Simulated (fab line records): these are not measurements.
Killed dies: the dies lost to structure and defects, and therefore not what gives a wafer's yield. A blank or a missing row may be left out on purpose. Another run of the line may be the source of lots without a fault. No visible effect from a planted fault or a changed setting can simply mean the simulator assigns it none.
Struck lot and sound lot, side by side ; flow n5 finfet ; 15 out of 1938 route steps
Sound: the wafers L454.3, L454.5, L454.6. Struck: wafers L463.1, L463.3, L463.5. Last of all comes the cause.
Order at every step that has rows: each side's tool, ch and its chambers, its first start. Under that, the readings that differ: sound wafers ; struck wafers ; difference of the means ; sigmas: that difference in standard deviations of wafers without a fault.
alike: same words and numbers on both sides, and readings whose means sit less than 2 such deviations apart. not compared: any withheld reading, any reading some wafer has no value for, any bound like >300 that may hide the same value, and any number with overlapping values for which the record gives no deviation.
A row with sigmas, a row that says differs or no value, or rows on one side alone: a step with any of these is where the two part. When numbers do not overlap yet have no deviation, they are printed without sigmas and do not part them. Lack of a reading on every wafer of one side parts them only where that side has two or more wafers.

first, 8 steps without rows for these wafers: N5_WELL_APT_HMDS_01 (time 60 s); N5_WELL_APT_COAT_02 (resist thk 950 nm); N5_WELL_APT_EBR_04; N5_WELL_APT_SOFTBAKE_03 (time 60 s); N5_WELL_APT_EXPOSE_05 (exposes mask NWELL, defocus 0 nm, target cd 200 nm); N5_WELL_APT_PEB_06 (peb time 90 s); N5_WELL_APT_DEVELOP_07 (develop time 45 s); N5_WELL_APT_HARDBAKE_12 (time 120 s).
N5_WELL_APT_CD_MEAS_08: the cd target is 200 nm.
  sound on cd sem-01 ch 0, day 2 19:59; struck on cd sem-02 ch 0, day 5 01:47
  alike: cd nm
N5_WELL_APT_OVL_MEAS_09:
  sound on overlay-01 ch 0, day 2 20:01; struck on overlay-02 ch 0, day 5 01:49
  alike: NWELL_OVL
N5_WELL_APT_INSPECT_10: inspects for defects (macro).
  struck on defect inspect-02, day 5 01:50; sound on defect inspect-01, day 2 20:02
  alike: raw defect count
N5_WELL_APT_DESCUM_13: chemistry O2, time 7.9 s.
  sound on rie diel-01 ch 0,3, day 2 20:04; struck on rie diel-01 ch 0,2, day 5 01:52
  alike: drypump motor current A, oes product au, rf vpp V, showerhead plenum p Torr, throttle valve pct
  not compared: rf hours counter h
N5_WELL_APT_IMPLANT_14:
  sound on implanter-02 ch 0, day 2 20:14; struck on implanter-02 ch 0, day 5 01:58
reading;sound;struck;difference;sigmas
dose ions cm2;1.5003e+13 1.4997e+13 1.5001e+13;2.0332e+13 2.0335e+13 2.033e+13;+5.3320e+12;+99 or more
faraday current uA;190 189 198;256 254 264;+66;+18
next, for these wafers, 1 step has no rows: N5_WELL_APT_IMPLANT_15.
-- a jump in the record: the struck wafers' starts before and after are 10 days apart (it breaks off in module WELL_APT and resumes in module PASSIVATION, where the first step shown is number 1936 of the route) --
N5_PASSIVATION_PROBE_49:
  struck on prober-01, day 15 08:42; sound on prober-01, day 13 09:02
  alike: killed_at_M0_to_M3, killed_at_M4_up, killed at contacts, killed at front end, killed at other, killed dies, killed open, killed short

## WHERE THEY PART
Within this record, at N5_WELL_APT_IMPLANT_14 only. Later steps at which nothing parts them and some readings are alike: N5_PASSIVATION_PROBE_49.

WHY: what had been put in by the simulator
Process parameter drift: implanter-02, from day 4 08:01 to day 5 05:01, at N5_WELL_APT_IMPLANT_14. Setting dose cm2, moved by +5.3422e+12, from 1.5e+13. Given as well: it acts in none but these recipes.
